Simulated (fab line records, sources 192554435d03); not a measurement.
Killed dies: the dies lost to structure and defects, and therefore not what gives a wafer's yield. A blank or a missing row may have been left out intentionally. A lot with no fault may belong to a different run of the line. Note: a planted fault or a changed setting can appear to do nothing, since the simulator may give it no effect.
Which tool is to blame? -- flow n5_finfet -- 9 lots, 27 wafers sampled, at 6 steps of a route of 1938

## WHAT THE GAUGES READ, wafer by wafer
N5_BEOL_M3_THK_MEAS_01. Usual: M3_ILD_THK typically reads 78.9 nm, with standard deviation 1.2.
lot,measured,on,M3_ILD_THK (nm),flag
L683,day 7 18:57,film_metro-01,78.1 79.3 79.7,
L684,day 7 19:28,film_metro-02,78.7 80.7 79.8,
L687,day 8 05:05,film_metro-02,77.6 79.5 78.8,
L688,day 8 08:09,film_metro-02,78.6 78.5 79.3,
L692,day 9 12:20,film_metro-02,121.6 78.5 80.6,OFF
L694,day 10 12:48,film_metro-02,123.2 119.7 121.6,OFF
L700,day 11 12:50,film_metro-01,77.2 79.5 80.2,
L703,day 12 11:04,film_metro-01,78.9 79.8 79.6,
L704,day 13 05:16,film_metro-01,76.4 79.0 77.9,

N5_BEOL_M4_RC_MEAS_101. Usual: DIBL_N 35.4 mV/V, standard deviation 2.1; DIBL_P 34.8 mV/V, standard deviation 2.6; IOFF_N 0.15 nA/um, standard deviation 0.037; IOFF_P 0.19 nA/um, standard deviation 0.037; ION_N 677 uA/um, standard deviation 16; ION_P 462 uA/um, standard deviation 9.3; SS_N 71.4 mV/dec, standard deviation 0.75; SS_P 72.9 mV/dec, standard deviation 0.77; VT_N 250 mV, standard deviation 3.7; VT_P -251 mV, standard deviation 3.5.
lot,measured,on,DIBL_N (mV/V),DIBL_P (mV/V),IOFF_N (nA/um),IOFF_P (nA/um),ION_N (uA/um),ION_P (uA/um),SS_N (mV/dec),SS_P (mV/dec),VT_N (mV),VT_P (mV),flag
L683,day 8 15:54,prober-02,34.8 35.0 33.1,32.0 32.7 30.1,0.13 0.14 0.11,0.19 0.20 0.17,679 682 672,472 478 470,70.9 71.0 70.0,72.6 72.5 72.6,250 249 253,-248 -250 -251,
L684,day 9 05:58,prober-01,35.3 36.9 31.4,35.4 36.0 29.3,0.15 0.16 0.09,0.19 0.18 0.12,690 677 657,464 453 449,71.8 71.4 70.0,73.3 72.7 71.3,245 250 256,-253 -255 -259,
L687,day 9 12:27,prober-02,35.6 33.2 32.8,35.9 32.4 32.0,0.15 0.11 0.11,0.20 0.14 0.15,677 669 647,461 459 454,71.1 70.3 71.4,73.5 71.7 72.9,253 255 253,-249 -254 -253,
L688,day 9 10:58,prober-01,34.8 37.2 34.0,33.8 36.0 32.3,0.13 0.16 0.12,0.16 0.18 0.13,664 678 660,456 457 448,71.1 71.7 70.9,73.1 73.2 71.5,251 248 255,-257 -253 -257,
L692,day 10 15:39,prober-01,36.2 37.3,34.6 35.1,0.15 0.15,0.20 0.19,677 661,466 450,71.3 71.3,73.2 72.4,246 249,-252 -251,
L700,day 12 19:44,prober-01,33.2 36.7 34.9,32.4 37.0 35.9,0.11 0.16 0.14,0.15 0.20 0.20,670 692 669,451 469 463,70.2 71.6 70.1,72.3 73.0 73.3,255 251 251,-254 -251 -251,
L703,day 13 15:49,prober-01,40.6 38.2 36.6,40.7 37.9 36.7,0.28 0.23 0.18,0.31 0.25 0.22,709 708 702,480 479 478,73.2 72.2 72.0,74.6 73.6 73.9,241 244 246,-246 -245 -247,
L704,day 14 15:19,prober-01,35.5 32.7 35.4,35.0 31.9 36.6,0.15 0.11 0.16,0.23 0.18 0.25,676 672 688,468 472 474,71.7 70.3 71.5,73.1 71.7 72.9,254 254 249,-243 -247 -244,

## WHICH TOOL RAN EACH LOT (tool, then ch and the chambers of the sampled wafers, then the start)
lot,N5_BEOL_M2_ANNEAL_89,N5_BEOL_M2_ANNEAL_51,N5_BEOL_M2_PRE_CLEAN_60,N5_BEOL_M3_ILD_DEP_00
L683,"pvd_sputter-01, day 7 16:58","rtp_anneal-01 ch 0, day 7 18:03","cvd_co-01 ch 0,2, day 7 18:35","pecvd-01 ch 1,2, day 7 18:53"
L684,"pvd_sputter-03, day 7 17:29","rtp_anneal-02 ch 0, day 7 18:29","cvd_co-02 ch 1,2, day 7 19:07","pecvd-01 ch 0,1,2, day 7 19:24"
L687,"pvd_sputter-02, day 8 03:06","rtp_anneal-02 ch 0, day 8 04:11","cvd_co-02 ch 1,2, day 8 04:44","pecvd-02 ch 0,1,2, day 8 05:01"
L688,"pvd_sputter-03, day 8 06:08","rtp_anneal-01 ch 0, day 8 07:08","cvd_co-01 ch 0,1,2, day 8 07:46","pecvd-01 ch 1,2, day 8 08:05"
L692,"pvd_sputter-01, day 9 10:19","rtp_anneal-01 ch 0, day 9 11:19","cvd_co-02 ch 0,1, day 9 11:58","pecvd-01 ch 0,1, day 9 12:16"
L694,"pvd_sputter-01, day 10 10:49","rtp_anneal-01 ch 0, day 10 11:48","cvd_co-02 ch 1,2, day 10 12:26","pecvd-01 ch 0,1, day 10 12:43"
L700,"pvd_sputter-03, day 11 10:41","rtp_anneal-01 ch 0, day 11 11:44","cvd_co-02 ch 0,1,2, day 11 12:29","pecvd-02 ch 0,1,2, day 11 12:46"
L703,"pvd_sputter-03, day 12 08:57","rtp_anneal-01 ch 0, day 12 10:05","cvd_co-02 ch 0,2, day 12 10:43","pecvd-02 ch 1,2, day 12 11:00"
L704,"pvd_sputter-03, day 13 03:17","rtp_anneal-02 ch 0, day 13 04:17","cvd_co-01 ch 0,1,2, day 13 04:55","pecvd-04 ch 0,1,2, day 13 05:13"
- N5_BEOL_M2_ANNEAL_89: time 240 s.
- N5_BEOL_M2_ANNEAL_51: time 90 s.
- N5_BEOL_M2_PRE_CLEAN_60: time 15 s.
- N5_BEOL_M3_ILD_DEP_00: deposits SiOC from DEMS/O2, target thk 79 nm, time 15.3 s.

## WHAT THE TOOLS THEMSELVES READ (means of the sampled wafers that have a number; where no wafer has one, the mark that the record gives instead)
N5_BEOL_M2_ANNEAL_89. Usual: heater_power_w 842 W, standard deviation 56.
lot,tool,heater_power_w (W),flag
L683,pvd_sputter-01,854,
L684,pvd_sputter-03,835,
L687,pvd_sputter-02,855,
L688,pvd_sputter-03,810,
L692,pvd_sputter-01,848,
L694,pvd_sputter-01,816,
L700,pvd_sputter-03,804,
L703,pvd_sputter-03,873,
L704,pvd_sputter-03,841,

N5_BEOL_M2_ANNEAL_51. Usual: anneal_temp_c 224.99 C, standard deviation 0.15; wafer_temp_C_max 225.83, standard deviation 0.22.
lot,tool,anneal_temp_c (C),wafer_temp_C_max,flag
L683,rtp_anneal-01,225.07,225.95,
L684,rtp_anneal-02,224.98,225.80,
L687,rtp_anneal-02,225.01,225.69,
L688,rtp_anneal-01,224.93,225.65,
L692,rtp_anneal-01,224.96,225.76,
L694,rtp_anneal-01,225.13,226.04,
L700,rtp_anneal-01,224.95,226.03,
L703,rtp_anneal-01,225.16,225.75,
L704,rtp_anneal-02,225.05,225.85,

N5_BEOL_M2_PRE_CLEAN_60. Usual: heater_power_w 93 W, standard deviation 26; rf_fwd_power_W 296.9 W, standard deviation 1.5.
lot,tool,heater_power_w (W),rf_fwd_power_W (W),flag
L683,cvd_co-01,108,296.8,
L684,cvd_co-02,116,297.6,
L687,cvd_co-02,102,297.6,
L688,cvd_co-01,91,297.5,
L692,cvd_co-02,106,295.9,
L694,cvd_co-02,103,296.7,
L700,cvd_co-02,92,296.9,
L703,cvd_co-02,81,296.4,
L704,cvd_co-01,93,298.2,

N5_BEOL_M3_ILD_DEP_00. Usual: chamber_pressure_Torr 4.999 Torr, standard deviation 0.01; heater_power_w 480 W, standard deviation 66; rf_fwd_power_W 493.8 W, standard deviation 2.4; showerhead_plenum_p_Torr 5.697 Torr, standard deviation 0.015; throttle_valve_pct 11.9 %, standard deviation 0.78.
lot,tool,chamber_pressure_Torr (Torr),heater_power_w (W),rf_fwd_power_W (W),showerhead_plenum_p_Torr (Torr),throttle_valve_pct (%),flag
L683,pecvd-01,5.000,456,491.8,5.696,12.3,
L684,pecvd-01,4.997,460,493.2,5.686,12.2,
L687,pecvd-02,4.994,446,493.5,5.709,12.3,
L688,pecvd-01,5.002,451,495.8,5.684,12.6,
L692,pecvd-01,5.001,577,497.5,5.685,11.7,
L694,pecvd-01,4.994,507,493.7,5.682,12.3,
L700,pecvd-02,5.003,456,492.8,5.708,12.4,
L703,pecvd-02,5.000,399,493.1,5.713,12.1,
L704,pecvd-04,4.998,517,494.7,5.687,11.1,

## THE ANSWER, worked out from the rows above alone
Rule: take the mean of a lot's wafers that have a number; if it is more than 3 standard deviations from the usual mean, the lot is off. Also off: a lot with no number at a reading for which 4 or more lots have one. All remaining lots with rows at the step are treated as sound. The gauges are gone through in route order, then the tools' own readings, and for those a lot's mean is taken as printed above. The first step at which some lot is off is used, and at that step the reading that is off furthest; a lot without a number counts as furthest.
Off: L692, L694, at N5_BEOL_M3_THK_MEAS_01 (M3_ILD_THK).
A tool fits if, at a process step before that reading, it ran every lot that is off, and no sound lot after the first of them. Gauges at N5_BEOL_M3_THK_MEAS_01: tried the same way as those tools. Can't be told from this: 3 tools fit, pvd_sputter-01 at N5_BEOL_M2_ANNEAL_89, pecvd-01 at N5_BEOL_M3_ILD_DEP_00, film_metro-02 at N5_BEOL_M3_THK_MEAS_01.

## WHAT THE SIMULATOR HAD PUT IN
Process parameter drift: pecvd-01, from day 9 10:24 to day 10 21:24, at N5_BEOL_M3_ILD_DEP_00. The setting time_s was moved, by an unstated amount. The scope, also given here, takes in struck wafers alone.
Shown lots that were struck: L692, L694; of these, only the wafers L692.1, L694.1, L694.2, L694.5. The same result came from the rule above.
